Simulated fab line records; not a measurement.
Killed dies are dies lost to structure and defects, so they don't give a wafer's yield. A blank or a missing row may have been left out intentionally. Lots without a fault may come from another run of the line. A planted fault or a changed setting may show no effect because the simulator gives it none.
fab line records	flow n5Finfet
record lots=24	wafers=72	lastDay=17
route steps=1938 shown BEOL_M2@891 BEOL_M3@932
lots untouched by any fault: they come from a run of this same line in which no faults occurred
startH: the number of hours between the record's first day and the start of the first shown wafer of the lot	waitH: hours elapsed since this lot's preceding step	" unchanged from the row above	L1.1+2: a row that stands for several wafers	- no value, or no start given	* or withheld: withheld	< > ~ a bound
route shown NAME@n: a module of which the file shows steps, and the number in the route of the first	usual: the fault-free wafers' mean and standard deviation	same: alike in all rows	chamber/n: place in a boat	sites: the reading at each site	_std_site: how widely they spread, as a standard deviation	_edge_site: the outer-site mean with the inner-site mean subtracted	radiusMm: how far each site lies from the wafer's centre	mask NAME#n: copy n	behind: tool/chamber where the wafer was last shaped	hold: reason for holding the lot/hours on hold/outcome of the hold	device: whichever transistor did not switch (one of n, p or np)	end of line: at the end of the route, the tests of the same wafers	for a step that has no rows: nothing shown but its recipe	killed: count of dies lost to structure and defects at first sort (not the wafer's yield)	map: a wafer's dies, marking killed ones x, the rest . and places with no die _
set.NAME: setting as actually run; set.NAME@STEP: the setting as run at that earlier step	model.NAME: the simulator's own value behind a step, which no gauge read
one table for each step of the route and one row for each wafer, over a sample of lots
services: from which hour (startH, from the record's first day; less than 0 if before it) a tool's chamber was out of use, for how many hours, and why
## steps
# step N5_BEOL_M2_ETCH_41
# recipe chemistry=CH3F/O2	target=SiCN	targetDepthA=299	taperDeg=2	timeS=52.5	ionEnergyEv=120	maskMaterial=TiN	pressureMtorr=30	sourceW=395	biasW=75	Ar_flow_sccm=150	CH3F_flow_sccm=30	O2_flow_sccm=20
# usual chamberPressureMTorr=30.00/0.03	drypumpMotorCurrentA=5.9/0.39	oesProductAu=0.83/0.1	rfVppV=297.6/1.7	showerheadPlenumPTorr=2.01/0.074	throttleValvePct=16.30/0.27
lot.wafer	tool	chamber	startH	waitH	chamberPressureMTorr	drypumpMotorCurrentA	oesProductAu	rfHoursCounterH	rfVppV	showerheadPlenumPTorr	throttleValvePct
L074.3	rieDiel-05	2	-	-	29.97	6.0	0.70	-	298.7	2.05	16.64
L074.4	"	1	"	"	30.00	5.4	0.67	-	297.5	1.98	16.54
L074.6	"	1	"	"	30.01	5.4	0.67	-	296.0	1.98	16.56
L075.3	rieDiel-02	1	-	-	29.99	5.6	0.71	247	296.0	1.97	16.48
L075.4	"	2	"	"	29.95	5.6	0.79	-	296.3	1.93	16.53
L075.5	"	1	"	"	30.02	5.6	0.70	-	299.4	1.97	16.46
L076.2	rieDiel-05	3	-	-	29.98	5.7	0.98	2	296.7	1.96	16.09
L076.5	"	3	"	"	30.00	5.7	0.99	-	295.5	1.97	16.08
L076.6	"	0	"	"	30.01	5.8	0.87	-	300.4	2.12	16.57
L077.1	rieDiel-02	0	-	-	29.97	6.1	0.99	0	296.4	1.97	16.04
L077.4	"	2	"	"	30.00	5.7	0.77	-	296.9	1.93	16.53
L077.5	"	3	"	"	29.99	6.6	0.80	-	298.3	2.11	16.13
L078.2	rieDiel-06	3	-	-	29.98	5.6	0.68	242	296.5	1.97	16.58
L078.5	"	3	"	"	29.96	5.6	0.68	-	296.8	1.97	16.59
L078.6	"	2	"	"	29.95	6.3	1.00	-	299.5	2.13	15.90
L079.2	rieDiel-02	2	-	-	30.03	5.7	0.76	128	295.1	1.92	16.55
L079.3	"	3	"	"	29.99	6.6	0.79	90	300.5	2.11	16.15
L079.6	"	1	"	"	30.01	5.6	0.99	-	296.6	1.97	16.03
L080.2	rieDiel-06	3	-	-	30.04	5.6	0.66	250	294.6	1.96	16.62
L080.3	"	2	"	"	29.97	6.3	0.95	9	299.7	2.13	15.90
L080.4	"	3	"	"	30.00	5.6	0.67	-	296.7	1.96	16.61
L081.1	rieDiel-06	3	-	-	29.97	5.6	0.67	251	295.3	1.96	16.60
L081.3	"	2	"	"	30.01	6.3	0.95	9	300.6	2.13	15.92
L081.4	"	3	"	"	29.98	5.6	0.67	-	296.4	1.96	16.62
L083.1	rieDiel-06	0	-	-	29.98	5.7	0.99	2	301.4	2.13	16.14
L083.5	"	1	"	"	30.05	5.2	0.73	-	299.2	2.07	16.70
L083.6	"	0	"	"	30.04	5.7	1.00	-	298.2	2.13	16.13
L082.2	rieDiel-02	1	-	-	29.98	5.6	0.95	8	296.4	1.97	16.03
L082.3	"	3	"	"	30.01	6.6	0.79	99	299.4	2.11	16.18
L082.4	"	2	"	"	29.98	5.6	0.76	137	295.0	1.92	16.58
L084.1	rieDiel-02	1	-	-	29.97	5.6	0.95	11	298.8	1.96	16.02
L084.5	"	2	"	"	29.94	5.7	0.76	-	296.2	1.92	16.58
L084.6	"	1	"	"	29.99	5.6	0.95	-	297.1	1.96	16.03
L085.2	rieDiel-05	2	-	-	29.97	6.0	0.68	240	296.9	2.05	16.70
L085.3	"	0	"	"	30.05	5.8	0.83	67	301.2	2.11	16.60
L085.4	"	1	"	"	30.02	5.4	0.97	10	297.1	1.97	16.11
L086.2	rieDiel-02	2	-	-	30.01	5.7	0.74	148	296.9	1.92	16.58
L086.3	"	0	"	"	30.00	6.1	0.92	24	296.3	1.96	16.06
L086.6	"	0	"	"	29.96	6.1	0.91	-	296.0	1.96	16.07
L087.2	rieDiel-06	3	-	-	30.02	5.6	0.96	4	296.3	1.96	16.14
L087.4	"	1	"	"	29.99	5.2	0.71	216	297.3	2.06	16.72
L087.5	"	3	"	"	30.00	5.6	0.96	-	295.8	1.96	16.14
L088.3	rieDiel-05	0	-	-	30.01	5.8	0.83	71	298.6	2.11	16.62
L088.4	"	2	"	"	29.94	6.0	0.68	244	297.9	2.04	16.70
L088.6	"	2	"	"	30.03	6.0	0.67	-	299.2	2.04	16.70
L089.2	rieDiel-05	2	-	-	29.94	6.0	0.67	246	299.5	2.04	16.72
L089.5	"	0	"	"	29.98	5.7	0.83	-	301.3	2.11	16.64
L089.6	"	1	"	"	30.00	5.5	0.94	-	297.8	1.97	16.11
L091.2	rieDiel-02	1	-	-	30.01	5.6	0.90	29	294.8	1.96	16.07
L091.5	"	1	"	"	30.05	5.6	0.90	-	296.3	1.96	16.07
L091.6	"	0	"	"	30.01	6.1	0.89	-	296.9	1.96	16.09
L090.1	rieDiel-06	1	-	-	29.96	5.2	0.70	223	298.1	2.06	16.76
L090.5	"	2	"	"	30.02	6.3	0.88	-	299.5	2.12	15.97
L090.6	"	3	"	"	30.02	5.6	0.92	-	297.3	1.96	16.18
L093.1	rieDiel-05	0	-	-	29.95	5.8	0.82	83	299.4	2.10	16.64
L093.3	"	3	"	"	30.00	5.7	0.88	39	295.7	1.95	16.15
L093.6	"	1	"	"	30.00	5.4	0.93	-	296.9	1.97	16.11
L092.1	rieDiel-02	2	-	-	29.96	5.7	0.74	160	294.3	1.91	16.61
L092.2	"	3	"	"	29.97	6.6	0.75	124	298.5	2.10	16.21
L092.4	"	0	"	"	30.05	6.1	0.88	40	297.3	1.95	16.12
L094.2	rieDiel-02	3	-	-	30.03	6.6	0.75	125	300.1	2.10	16.21
L094.4	"	0	"	"	29.98	6.1	0.88	41	296.5	1.95	16.10
L094.5	"	0	"	"	29.96	6.1	0.87	-	295.2	1.95	16.10
L096.2	rieDiel-02	3	-	-	30.03	6.6	0.75	129	299.2	2.10	16.23
L096.4	"	0	"	"	29.97	6.2	0.88	45	297.7	1.95	16.13
L096.6	"	0	"	"	30.04	6.2	0.87	-	296.6	1.95	16.12
L095.4	rieDiel-02	0	-	-	29.98	6.1	0.87	45	297.9	1.95	16.11
L095.5	"	1	"	"	30.01	5.6	0.88	-	296.4	1.96	16.10
L095.6	"	0	"	"	30.01	6.1	0.87	-	296.8	1.95	16.09
L097.4	rieDiel-02	1	-	-	29.99	5.6	0.88	44	295.6	1.95	16.10
L097.5	"	3	"	"	30.02	6.6	0.75	-	298.6	2.10	16.24
L097.6	"	2	"	"	29.97	5.7	0.74	-	295.5	1.91	16.62
# step N5_BEOL_M2_DEGAS_44
# recipe ambient=vacuum	tempC=250	timeS=60
# usual heaterPowerW=359/46	susceptorTempC=250.02/0.19
lot.wafer	tool	chamber	startH	waitH	heaterPowerW	susceptorTempC
L074.3	pvdSputter-01	-	138.89	0.1	360	249.99
L074.4	"	-	"	"	333	250.16
L074.6	"	-	"	"	368	249.81
L075.3	pvdSputter-01	-	143.55	0.4	368	249.64
L075.4	"	-	"	"	328	249.95
L075.5	"	-	"	"	365	249.96
L076.2	pvdSputter-01	-	151.31	0.2	366	250.06
L076.5	"	-	"	"	332	250.11
L076.6	"	-	"	"	326	249.99
L077.1	pvdSputter-03	-	151.36	0.1	355	249.97
L077.4	"	-	"	"	392	250.13
L077.5	"	-	"	"	404	249.90
L078.2	pvdSputter-03	-	158.35	0.7	470	250.01
L078.5	"	-	"	"	403	249.98
L078.6	"	-	"	"	345	250.02
L079.2	pvdSputter-01	-	165.74	0.3	328	249.91
L079.3	"	-	"	"	341	249.65
L079.6	"	-	"	"	366	249.87
L080.2	pvdSputter-01	-	178.39	0.1	361	250.34
L080.3	"	-	"	"	362	250.36
L080.4	"	-	"	"	331	250.24
L081.1	pvdSputter-01	-	178.70	0.0	372	250.00
L081.3	"	-	"	"	333	249.92
L081.4	"	-	"	"	366	249.92
L083.1	pvdSputter-02	-	190.63	0.4	324	249.87
L083.5	"	-	"	"	277	250.06
L083.6	"	-	"	"	350	249.84
L082.2	pvdSputter-02	-	190.71	0.4	328	250.20
L082.3	"	-	"	"	345	250.06
L082.4	"	-	"	"	343	249.97
L084.1	pvdSputter-03	-	195.35	0.3	313	250.14
L084.5	"	-	"	"	403	249.62
L084.6	"	-	"	"	484	250.41
L085.2	pvdSputter-03	-	202.16	0.4	317	250.17
L085.3	"	-	"	"	388	250.01
L085.4	"	-	"	"	474	250.20
L086.2	pvdSputter-03	-	213.51	0.1	318	250.13
L086.3	"	-	"	"	401	249.89
L086.6	"	-	"	"	347	250.05
L087.2	pvdSputter-01	-	221.22	0.2	358	250.21
L087.4	"	-	"	"	372	249.71
L087.5	"	-	"	"	331	249.89
L088.3	pvdSputter-01	-	224.31	0.4	363	250.01
L088.4	"	-	"	"	341	249.91
L088.6	"	-	"	"	327	250.40
L089.2	pvdSputter-03	-	231.93	0.3	470	250.10
L089.5	"	-	"	"	309	250.18
L089.6	"	-	"	"	475	249.97
L091.2	pvdSputter-01	-	238.29	0.2	333	250.01
L091.5	"	-	"	"	334	250.07
L091.6	"	-	"	"	336	250.05
L090.1	pvdSputter-03	-	239.01	0.1	476	250.00
L090.5	"	-	"	"	319	249.84
L090.6	"	-	"	"	468	250.36
L093.1	pvdSputter-01	-	254.78	1.2	367	250.07
L093.3	"	-	"	"	373	250.04
L093.6	"	-	"	"	329	250.05
L092.1	pvdSputter-01	-	255.92	0.6	365	250.19
L092.2	"	-	"	"	327	249.71
L092.4	"	-	"	"	363	250.26
L094.2	pvdSputter-03	-	258.34	0.8	399	249.66
L094.4	"	-	"	"	316	249.79
L094.5	"	-	"	"	481	250.06
L096.2	pvdSputter-03	-	268.03	0.5	482	250.37
L096.4	"	-	"	"	393	250.05
L096.6	"	-	"	"	350	250.06
L095.4	pvdSputter-01	-	268.15	0.2	371	250.06
L095.5	"	-	"	"	333	250.09
L095.6	"	-	"	"	368	250.18
L097.4	pvdSputter-02	-	277.29	0.2	345	250.36
L097.5	"	-	"	"	321	249.63
L097.6	"	-	"	"	283	249.81
# step N5_BEOL_M2_SPUTTER_81
# recipe material=Cu	targetThkA=45	tempC=-20	chamberPressurePa=0.07	powerW=withheld	timeS=8.29
# usual susceptorTempC=-20.00/0.1	throttleValvePct=29.9/0.64
lot.wafer	tool	chamber	startH	waitH	susceptorTempC	throttleValvePct
L074.3	pvdSputter-02	-	141.50	0.1	-20.18	29.2
L074.4	"	-	"	"	-19.75	30.4
L074.6	"	-	"	"	-20.02	30.5
L075.3	pvdSputter-03	-	146.25	0.1	-19.97	29.1
L075.4	"	-	"	"	-19.95	29.2
L075.5	"	-	"	"	-20.09	29.3
L076.2	pvdSputter-03	-	152.80	0.1	-19.98	30.2
L076.5	"	-	"	"	-20.02	30.3
L076.6	"	-	"	"	-19.96	29.1
L077.1	pvdSputter-01	-	153.67	0.1	-19.78	29.8
L077.4	"	-	"	"	-19.95	30.7
L077.5	"	-	"	"	-19.84	30.4
L078.2	pvdSputter-02	-	159.59	0.1	-19.92	30.7
L078.5	"	-	"	"	-20.01	30.6
L078.6	"	-	"	"	-19.99	29.2
L079.2	pvdSputter-02	-	166.90	0.1	-20.03	29.1
L079.3	"	-	"	"	-20.08	30.5
L079.6	"	-	"	"	-19.93	29.4
L080.2	pvdSputter-01	-	179.62	0.1	-19.94	29.9
L080.3	"	-	"	"	-20.20	30.7
L080.4	"	-	"	"	-20.04	30.5
L081.1	pvdSputter-03	-	180.96	0.1	-20.04	29.4
L081.3	"	-	"	"	-19.88	30.4
L081.4	"	-	"	"	-20.06	29.8
L083.1	pvdSputter-03	-	191.69	0.1	-20.06	30.6
L083.5	"	-	"	"	-20.11	29.5
L083.6	"	-	"	"	-19.98	29.8
L082.2	pvdSputter-02	-	191.93	0.1	-20.05	30.7
L082.3	"	-	"	"	-19.98	30.3
L082.4	"	-	"	"	-20.07	29.0
L084.1	pvdSputter-02	-	196.75	0.1	-19.98	30.4
L084.5	"	-	"	"	-20.04	30.8
L084.6	"	-	"	"	-19.99	30.4
L085.2	pvdSputter-02	-	203.30	0.1	-19.86	30.7
L085.3	"	-	"	"	-20.05	30.8
L085.4	"	-	"	"	-20.01	29.3
L086.2	pvdSputter-03	-	214.59	0.1	-19.99	28.7
L086.3	"	-	"	"	-20.16	29.8
L086.6	"	-	"	"	-20.03	30.4
L087.2	pvdSputter-02	-	222.25	0.1	-19.94	29.2
L087.4	"	-	"	"	-19.81	30.6
L087.5	"	-	"	"	-20.07	29.2
L088.3	pvdSputter-02	-	225.62	0.1	-19.87	30.1
L088.4	"	-	"	"	-20.16	29.4
L088.6	"	-	"	"	-20.21	31.0
L089.2	pvdSputter-03	-	235.18	0.1	-19.79	29.4
L089.5	"	-	"	"	-19.92	29.0
L089.6	"	-	"	"	-20.01	29.5
L091.2	pvdSputter-01	-	239.41	0.1	-20.07	30.2
L091.5	"	-	"	"	-20.12	30.0
L091.6	"	-	"	"	-19.93	30.6
L090.1	pvdSputter-02	-	240.01	0.1	-20.11	30.3
L090.5	"	-	"	"	-19.93	30.4
L090.6	"	-	"	"	-19.90	30.7
L093.1	pvdSputter-03	-	255.88	0.1	-19.85	30.6
L093.3	"	-	"	"	-19.85	29.6
L093.6	"	-	"	"	-19.86	30.0
L092.1	pvdSputter-01	-	257.24	0.1	-19.86	30.2
L092.2	"	-	"	"	-19.97	30.8
L092.4	"	-	"	"	-19.92	29.8
L094.2	pvdSputter-03	-	259.44	0.1	-19.84	30.0
L094.4	"	-	"	"	-20.21	29.4
L094.5	"	-	"	"	-20.23	29.5
L095.4	pvdSputter-03	-	269.15	0.1	-19.89	30.4
L095.5	"	-	"	"	-19.94	29.6
L095.6	"	-	"	"	-20.14	28.9
L096.2	pvdSputter-02	-	269.22	0.1	-20.00	29.1
L096.4	"	-	"	"	-19.94	29.1
L096.6	"	-	"	"	-20.02	30.5
L097.4	pvdSputter-02	-	278.41	0.1	-20.18	29.2
L097.5	"	-	"	"	-20.15	29.3
L097.6	"	-	"	"	-20.00	29.3
# step N5_BEOL_M2_ANNEAL_87
# recipe tempC=400	timeS=240	ambient=vacuum
# usual heaterPowerW=871/120	susceptorTempC=400.01/0.23
lot.wafer	tool	chamber	startH	waitH	heaterPowerW	susceptorTempC
L074.3	pvdSputter-02	-	141.80	0.0	852	400.48
L074.4	"	-	"	"	859	399.92
L074.6	"	-	"	"	710	400.27
L075.3	pvdSputter-03	-	146.55	0.0	796	400.12
L075.4	"	-	"	"	981	400.17
L075.5	"	-	"	"	780	399.96
L076.2	pvdSputter-03	-	153.10	0.0	1199	400.00
L076.5	"	-	"	"	1197	400.05
L076.6	"	-	"	"	778	400.20
L077.1	pvdSputter-01	-	153.97	0.0	821	400.20
L077.4	"	-	"	"	914	400.26
L077.5	"	-	"	"	895	400.47
L078.2	pvdSputter-02	-	159.89	0.0	852	399.61
L078.5	"	-	"	"	875	399.65
L078.6	"	-	"	"	869	400.33
L079.2	pvdSputter-02	-	167.20	0.0	807	399.86
L079.3	"	-	"	"	872	399.82
L079.6	"	-	"	"	823	399.79
L080.2	pvdSputter-01	-	179.96	0.0	817	400.17
L080.3	"	-	"	"	825	399.98
L080.4	"	-	"	"	909	399.73
L081.1	pvdSputter-03	-	181.26	0.0	1003	399.89
L081.3	"	-	"	"	1176	400.08
L081.4	"	-	"	"	851	399.70
L083.1	pvdSputter-03	-	191.99	0.0	1172	400.07
L083.5	"	-	"	"	1012	399.82
L083.6	"	-	"	"	894	399.84
L082.2	pvdSputter-02	-	192.23	0.0	705	400.33
L082.3	"	-	"	"	847	399.93
L082.4	"	-	"	"	836	400.23
L084.1	pvdSputter-02	-	197.05	0.0	718	400.02
L084.5	"	-	"	"	695	400.15
L084.6	"	-	"	"	856	399.91
L085.2	pvdSputter-02	-	203.60	0.0	721	400.12
L085.3	"	-	"	"	865	399.98
L085.4	"	-	"	"	828	400.13
L086.2	pvdSputter-03	-	214.89	0.0	780	400.02
L086.3	"	-	"	"	875	399.99
L086.6	"	-	"	"	1194	400.40
L087.2	pvdSputter-02	-	222.55	0.0	868	400.16
L087.4	"	-	"	"	857	400.34
L087.5	"	-	"	"	803	399.84
L088.3	pvdSputter-02	-	225.92	0.0	863	399.42
L088.4	"	-	"	"	811	399.87
L088.6	"	-	"	"	709	400.47
L089.2	pvdSputter-03	-	235.48	0.0	996	400.20
L089.5	"	-	"	"	788	399.72
L089.6	"	-	"	"	847	400.07
L091.2	pvdSputter-01	-	239.71	0.0	911	400.01
L091.5	"	-	"	"	908	400.33
L091.6	"	-	"	"	916	400.07
L090.1	pvdSputter-02	-	240.31	0.0	874	400.38
L090.5	"	-	"	"	890	400.01
L090.6	"	-	"	"	694	399.66
L093.1	pvdSputter-03	-	256.18	0.0	1154	400.08
L093.3	"	-	"	"	992	399.63
L093.6	"	-	"	"	872	399.91
L092.1	pvdSputter-01	-	257.54	0.0	920	400.11
L092.2	"	-	"	"	832	400.30
L092.4	"	-	"	"	796	399.88
L094.2	pvdSputter-03	-	259.74	0.0	860	400.29
L094.4	"	-	"	"	955	399.98
L094.5	"	-	"	"	996	399.88
L095.4	pvdSputter-03	-	269.45	0.0	1161	399.79
L095.5	"	-	"	"	890	399.67
L095.6	"	-	"	"	783	399.98
L096.2	pvdSputter-02	-	269.52	0.0	839	399.81
L096.4	"	-	"	"	828	399.92
L096.6	"	-	"	"	700	399.76
L097.4	pvdSputter-02	-	278.71	0.0	864	399.91
L097.5	"	-	"	"	858	399.72
L097.6	"	-	"	"	831	399.93
# step N5_BEOL_M2_SPUTTER_94
# recipe material=Cu	targetThkA=45	tempC=-20	chamberPressurePa=0.07	powerW=withheld	timeS=8.29
# usual susceptorTempC=-20.01/0.096	throttleValvePct=29.8/0.62
lot.wafer	tool	chamber	startH	waitH	susceptorTempC	throttleValvePct
L074.3	pvdSputter-02	-	142.60	0.1	-19.84	29.4
L074.4	"	-	"	"	-20.19	30.2
L074.6	"	-	"	"	-20.00	30.6
L075.3	pvdSputter-03	-	147.35	0.1	-20.06	29.1
L075.4	"	-	"	"	-19.97	29.3
L075.5	"	-	"	"	-19.97	28.8
L076.2	pvdSputter-03	-	153.90	0.1	-20.00	30.4
L076.5	"	-	"	"	-20.17	30.6
L076.6	"	-	"	"	-19.92	29.1
L077.1	pvdSputter-01	-	154.77	0.1	-19.97	30.1
L077.4	"	-	"	"	-19.96	30.9
L077.5	"	-	"	"	-19.91	30.6
L078.2	pvdSputter-02	-	160.69	0.1	-19.99	30.4
L078.5	"	-	"	"	-20.01	30.5
L078.6	"	-	"	"	-20.01	29.2
L079.2	pvdSputter-02	-	168.00	0.1	-20.06	29.1
L079.3	"	-	"	"	-19.83	30.6
L079.6	"	-	"	"	-20.04	29.2
L080.2	pvdSputter-01	-	180.80	0.1	-20.07	29.9
L080.3	"	-	"	"	-20.16	30.9
L080.4	"	-	"	"	-19.88	30.5
L081.1	pvdSputter-03	-	182.06	0.1	-20.11	29.6
L081.3	"	-	"	"	-19.92	30.3
L081.4	"	-	"	"	-20.06	29.6
L083.1	pvdSputter-03	-	192.79	0.1	-20.08	30.5
L083.5	"	-	"	"	-19.97	29.4
L083.6	"	-	"	"	-20.04	29.8
L082.2	pvdSputter-02	-	193.03	0.1	-19.88	30.7
L082.3	"	-	"	"	-20.06	30.2
L082.4	"	-	"	"	-20.05	29.0
L084.1	pvdSputter-02	-	197.85	0.1	-20.03	30.4
L084.5	"	-	"	"	-20.10	30.5
L084.6	"	-	"	"	-20.08	30.4
L085.2	pvdSputter-02	-	204.40	0.1	-20.06	30.5
L085.3	"	-	"	"	-20.08	30.4
L085.4	"	-	"	"	-19.97	29.4
L086.2	pvdSputter-03	-	215.69	0.1	-19.90	29.1
L086.3	"	-	"	"	-19.96	29.6
L086.6	"	-	"	"	-19.93	30.4
L087.2	pvdSputter-02	-	223.35	0.1	-20.06	29.2
L087.4	"	-	"	"	-19.94	30.2
L087.5	"	-	"	"	-19.80	28.9
L088.3	pvdSputter-02	-	226.72	0.1	-20.00	30.6
L088.4	"	-	"	"	-19.99	29.1
L088.6	"	-	"	"	-19.95	30.4
L089.2	pvdSputter-03	-	236.28	0.1	-19.92	29.6
L089.5	"	-	"	"	-19.95	29.0
L089.6	"	-	"	"	-19.89	29.6
L091.2	pvdSputter-01	-	240.51	0.1	-20.06	30.3
L091.5	"	-	"	"	-19.98	30.1
L091.6	"	-	"	"	-19.91	30.4
L090.1	pvdSputter-02	-	241.11	0.1	-19.87	30.4
L090.5	"	-	"	"	-19.93	30.6
L090.6	"	-	"	"	-20.01	31.0
L093.1	pvdSputter-03	-	256.98	0.1	-20.05	30.2
L093.3	"	-	"	"	-19.94	29.3
L093.6	"	-	"	"	-19.92	29.8
L092.1	pvdSputter-01	-	258.34	0.1	-19.89	30.1
L092.2	"	-	"	"	-19.98	30.8
L092.4	"	-	"	"	-20.11	29.7
L094.2	pvdSputter-03	-	260.54	0.1	-19.88	29.5
L094.4	"	-	"	"	-19.94	29.6
L094.5	"	-	"	"	-19.96	29.5
L095.4	pvdSputter-03	-	270.25	0.1	-19.98	30.4
L095.5	"	-	"	"	-19.97	29.8
L095.6	"	-	"	"	-20.24	29.1
L096.2	pvdSputter-02	-	270.32	0.1	-20.24	29.1
L096.4	"	-	"	"	-19.98	29.2
L096.6	"	-	"	"	-19.90	30.5
L097.4	pvdSputter-02	-	279.51	0.1	-20.01	28.9
L097.5	"	-	"	"	-19.98	29.3
L097.6	"	-	"	"	-19.97	29.2
# step N5_BEOL_M3_THK_MEAS_01
# recipe reads=SiOC_of_BEOL_M3_ILD_DEP_00
# usual M3_ILD_THK=79.1/1
lot.wafer	tool	chamber	startH	waitH	M3_ILD_THK[nm]
L074.3	filmMetro-02	-	144.00	0.1	77.2
L074.4	"	-	"	"	78.6
L074.6	"	-	"	"	78.1
L075.3	filmMetro-02	-	148.81	0.1	77.9
L075.4	"	-	"	"	79.1
L075.5	"	-	"	"	78.7
L076.2	filmMetro-02	-	155.30	0.1	77.8
L076.5	"	-	"	"	78.4
L076.6	"	-	"	"	78.5
L077.1	filmMetro-02	-	156.19	0.0	78.7
L077.4	"	-	"	"	79.9
L077.5	"	-	"	"	80.1
L078.2	filmMetro-01	-	162.39	0.1	77.2
L078.5	"	-	"	"	79.6
L078.6	"	-	"	"	78.6
L079.2	filmMetro-02	-	169.39	0.1	78.7
L079.3	"	-	"	"	78.0
L079.6	"	-	"	"	79.2
L080.2	filmMetro-02	-	182.20	0.1	77.9
L080.3	"	-	"	"	78.5
L080.4	"	-	"	"	80.6
L081.1	filmMetro-02	-	183.62	0.1	80.2
L081.3	"	-	"	"	79.7
L081.4	"	-	"	"	80.6
L083.1	filmMetro-01	-	194.19	0.0	79.4
L083.5	"	-	"	"	79.7
L083.6	"	-	"	"	80.7
L082.2	filmMetro-01	-	194.43	0.1	78.5
L082.3	"	-	"	"	79.6
L082.4	"	-	"	"	79.2
L084.1	filmMetro-01	-	199.26	0.0	79.0
L084.5	"	-	"	"	80.2
L084.6	"	-	"	"	80.7
L085.2	filmMetro-01	-	205.81	0.1	77.9
L085.3	"	-	"	"	79.1
L085.4	"	-	"	"	80.7
L086.2	filmMetro-02	-	217.62	0.1	78.7
L086.3	"	-	"	"	78.9
L086.6	"	-	"	"	80.0
L087.2	filmMetro-01	-	224.97	0.1	79.2
L087.4	"	-	"	"	80.8
L087.5	"	-	"	"	80.3
L088.3	filmMetro-01	-	228.17	0.1	76.9
L088.4	"	-	"	"	77.7
L088.6	"	-	"	"	78.2
L089.2	filmMetro-01	-	237.74	0.1	78.4
L089.5	"	-	"	"	81.1
L089.6	"	-	"	"	78.9
L091.2	filmMetro-01	-	241.91	0.1	78.2
L091.5	"	-	"	"	81.0
L091.6	"	-	"	"	80.5
L090.1	filmMetro-02	-	242.70	0.0	78.5
L090.5	"	-	"	"	80.3
L090.6	"	-	"	"	80.5
L093.1	filmMetro-02	-	258.42	0.0	78.3
L093.3	"	-	"	"	79.0
L093.6	"	-	"	"	79.7
L092.1	filmMetro-01	-	259.75	0.0	78.5
L092.2	"	-	"	"	79.3
L092.4	"	-	"	"	80.5
L094.2	filmMetro-01	-	261.94	0.1	79.0
L094.4	"	-	"	"	81.0
L094.5	"	-	"	"	80.4
L095.4	filmMetro-01	-	271.70	0.0	79.9
L095.5	"	-	"	"	80.8
L095.6	"	-	"	"	81.6
L096.2	filmMetro-01	-	271.72	0.1	77.1
L096.4	"	-	"	"	79.0
L096.6	"	-	"	"	77.6
L097.4	filmMetro-02	-	280.91	0.0	79.1
L097.5	"	-	"	"	79.7
L097.6	"	-	"	"	79.8
## services
tool	chamber	startH	hours	kind
rieDiel-05	2	116.00	12.2	repair
pvdSputter-01	-	120.55	3.7	repair
rieDiel-06	2	127.08	-	clean
rieDiel-06	2	127.08	-	consumableReplace:esc
rieDiel-06	2	127.08	-	consumableReplace:focusRing
rieDiel-06	2	127.08	-	consumableReplace:showerhead
rieDiel-06	2	127.08	27.9	scheduledDown
rieDiel-05	0	132.36	12.9	repair
rieDiel-02	0	138.25	-	clean
rieDiel-02	0	138.25	-	consumableReplace:focusRing
rieDiel-02	0	138.25	12.3	scheduledDown
rieDiel-02	0	138.25	12.3	ventCycle
rieDiel-06	0	144.48	15.5	repair
rieDiel-02	1	150.56	-	clean
rieDiel-02	1	150.56	-	consumableReplace:focusRing
rieDiel-02	1	150.56	11.3	scheduledDown
rieDiel-02	1	150.56	11.3	ventCycle
pvdSputter-01	-	158.45	0.9	repair
rieDiel-06	-	159.76	0.7	repair
rieDiel-05	-	202.85	11.3	repair
rieDiel-02	2	225.20	7.3	repair
rieDiel-06	-	265.39	0.7	repair
rieDiel-06	-	270.83	0.2	repair
rieDiel-02	0	279.12	2.5	repair
## key
fault none
